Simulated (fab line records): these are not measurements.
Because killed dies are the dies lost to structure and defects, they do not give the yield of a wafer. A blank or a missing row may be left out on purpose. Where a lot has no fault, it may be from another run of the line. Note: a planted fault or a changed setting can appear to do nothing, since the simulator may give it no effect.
Chamber matching :: flow nand harc :: NHARC_A_WL_FILL_ETCHBACK_26 on rie si-04: 4 sister chambers
The step etches the open film in HBr, target depth 52 nm, time 13.3 s. 16 wafers are shown with their chamber, then 8 later ones without.

== EACH WAFER AND ITS CHAMBER ==
wafer: L074.3
chamber: 1
he backside leak sccm (sccm): 2.95
oes product au (a.u.): 0.993
throttle valve pct (%): 23.274

wafer: L074.4
chamber: 3
he backside leak sccm (sccm): 2.64
oes product au (a.u.): 0.977
throttle valve pct (%): 23.254

wafer: L074.5
chamber: 2
he backside leak sccm (sccm): 2.36
oes product au (a.u.): 0.995
throttle valve pct (%): 23.261

wafer: L076.2
chamber: 1
he backside leak sccm (sccm): 3.02
oes product au (a.u.): 0.989
throttle valve pct (%): 23.260

wafer: L076.4
chamber: 2
he backside leak sccm (sccm): 2.46
oes product au (a.u.): 1.000
throttle valve pct (%): 23.267

wafer: L076.6
chamber: 0
he backside leak sccm (sccm): 2.62
oes product au (a.u.): 0.991
throttle valve pct (%): 23.256

wafer: L079.1
chamber: 2
he backside leak sccm (sccm): 2.47
oes product au (a.u.): 0.990
throttle valve pct (%): 23.256

wafer: L079.2
chamber: 1
he backside leak sccm (sccm): 2.83
oes product au (a.u.): 0.983
throttle valve pct (%): 23.262

wafer: L079.5
chamber: 0
he backside leak sccm (sccm): 2.65
oes product au (a.u.): 0.994
throttle valve pct (%): 23.275

wafer: L078.3
chamber: 2
he backside leak sccm (sccm): 2.41
oes product au (a.u.): 0.999
throttle valve pct (%): 23.262

wafer: L078.4
chamber: 2
he backside leak sccm (sccm): 2.39
oes product au (a.u.): 0.989
throttle valve pct (%): 23.275

wafer: L078.6
chamber: 1
he backside leak sccm (sccm): 3.42
oes product au (a.u.): 1.012
throttle valve pct (%): 23.265

wafer: L082.1
chamber: 1
he backside leak sccm (sccm): 2.70
oes product au (a.u.): 1.004
throttle valve pct (%): 23.255

wafer: L082.2
chamber: 3
he backside leak sccm (sccm): 2.88
oes product au (a.u.): 0.987
throttle valve pct (%): 23.255

wafer: L082.4
chamber: 0
he backside leak sccm (sccm): 2.66
oes product au (a.u.): 0.999
throttle valve pct (%): 23.260

wafer: L085.1
chamber: 1
he backside leak sccm (sccm): 2.85
oes product au (a.u.): 0.994
throttle valve pct (%): 23.278

SIGNATURES (means of the wafers above)
reading: he backside leak sccm
chamber 0: 2.6433
chamber 1: 2.9617
chamber 2: 2.4180
chamber 3: 2.7600
scatter within a chamber: 0.171

reading: oes product au
chamber 0: 0.99467
chamber 1: 0.99583
chamber 2: 0.99460
chamber 3: 0.98200
scatter within a chamber: 0.00782

reading: throttle valve pct
chamber 0: 23.26367
chamber 1: 23.26567
chamber 2: 23.26420
chamber 3: 23.25450
scatter within a chamber: 0.00811
Rule: a wafer lies at a distance from a chamber equal to the root of the sum of squares, over the readings, of (its reading less the chamber's mean, divided by the reading's scatter). If the next closest chamber is less than 2 further off than the closest, the wafer can't be placed; otherwise it belongs to the closest. How the scatter is found: for the shown wafers, subtract from each reading the mean of its chamber, square and add these, divide the total by (wafers less chambers), then take the root.

== WAFERS WITH NO CHAMBER GIVEN ==
wafer: L085.2
he backside leak sccm (sccm): 2.64
oes product au (a.u.): 1.002
throttle valve pct (%): 23.270

wafer: L085.4
he backside leak sccm (sccm): 2.66
oes product au (a.u.): 0.979
throttle valve pct (%): 23.281

wafer: L088.2
he backside leak sccm (sccm): 2.79
oes product au (a.u.): 0.992
throttle valve pct (%): 23.268

wafer: L088.4
he backside leak sccm (sccm): 2.45
oes product au (a.u.): 0.980
throttle valve pct (%): 23.270

wafer: L088.5
he backside leak sccm (sccm): 2.96
oes product au (a.u.): 0.995
throttle valve pct (%): 23.274

wafer: L096.1
he backside leak sccm (sccm): 2.82
oes product au (a.u.): 1.003
throttle valve pct (%): 23.264

wafer: L096.3
he backside leak sccm (sccm): 3.13
oes product au (a.u.): 1.000
throttle valve pct (%): 23.258

wafer: L096.5
he backside leak sccm (sccm): 2.80
oes product au (a.u.): 1.000
throttle valve pct (%): 23.261

== WHICH CHAMBER EACH WENT THROUGH ==
wafer: L085.2
from the rows above: can't be placed: 0 or 2 or 1
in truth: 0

wafer: L085.4
from the rows above: can't be placed: 0 or 2 or 3 or 1
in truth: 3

wafer: L088.2
from the rows above: can't be placed: 0 or 1 or 3 or 2
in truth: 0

wafer: L088.4
from the rows above: can't be placed: 2 or 0 or 3 or 1
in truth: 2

wafer: L088.5
from the rows above: can't be placed: 1 or 0
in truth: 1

wafer: L096.1
from the rows above: can't be placed: 1 or 0 or 2 or 3
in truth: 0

wafer: L096.3
from the rows above: can't be placed: 1 or 0 or 3
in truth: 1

wafer: L096.5
from the rows above: can't be placed: 0 or 1 or 2 or 3
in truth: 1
Correctly placed: 0 of 8. Not placeable from these rows: 8 (in 8, the candidates include the true chamber). Number placed wrongly: 0.
